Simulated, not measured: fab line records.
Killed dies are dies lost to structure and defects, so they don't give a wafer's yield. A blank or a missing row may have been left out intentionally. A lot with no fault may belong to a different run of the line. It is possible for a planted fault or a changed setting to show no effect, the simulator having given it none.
Matching of chambers    flow n5Finfet    N5_DUMMY_REMOVAL_HM_STRIP_01 on rieDiel-01: 4 sister chambers
The step strips SiNx in CH3F/O2, stops on poly-Si, target depth 4 nm, time 6.8 s. 8 wafers are shown with their chamber, then 10 later ones without.

== EACH WAFER AND ITS CHAMBER ==
wafer   chamber  oesProductAu (a.u.)  throttleValvePct (%)
L077.5  1        0.58                 16.34
L078.4  2        0.58                 16.58
L078.5  1        0.58                 16.36
L078.6  2        0.58                 16.55
L079.2  3        0.65                 16.46
L079.6  0        0.56                 16.23
L081.1  0        0.56                 16.26
L081.2  3        0.66                 16.49

== WAFERS WHOSE CHAMBER IS MISSING ==
wafer   oesProductAu (a.u.)  throttleValvePct (%)
L081.6  0.57                 16.56
L091.1  0.57                 16.40
L091.4  0.65                 16.51
L091.5  0.65                 16.51
L093.3  0.55                 16.29
L093.5  0.56                 16.61
L093.6  0.57                 16.41
L094.1  0.56                 16.44
L094.4  0.56                 16.63
L094.5  0.55                 16.41

== WHICH CHAMBER EACH ONE RAN IN ==
wafer   from the rows above      in truth
L081.6  2                        2
L091.1  1                        1
L091.4  3                        3
L091.5  3                        3
L093.3  0                        0
L093.5  2                        2
L093.6  1                        1
L094.1  can't be placed: 1 or 2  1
L094.4  2                        2
L094.5  can't be placed: 0 or 1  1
8 of 10 placed correctly. Not placeable from these rows: 2 (in 2, the candidates include the true chamber). Number placed wrongly: 0.
How it was worked out, from the rows above alone: a wafer's distance from a chamber is the root of the sum, over the readings, of the square of ((its reading less the chamber's mean) divided by the reading's scatter). If the next closest chamber is less than 2 further off than the closest, the wafer can't be placed; otherwise it belongs to the closest. Each chamber's mean is taken over the wafers shown for it. The scatter: the root of (the sum of the squares of (reading less its chamber's mean) over the shown wafers, divided by (wafers less chambers)).
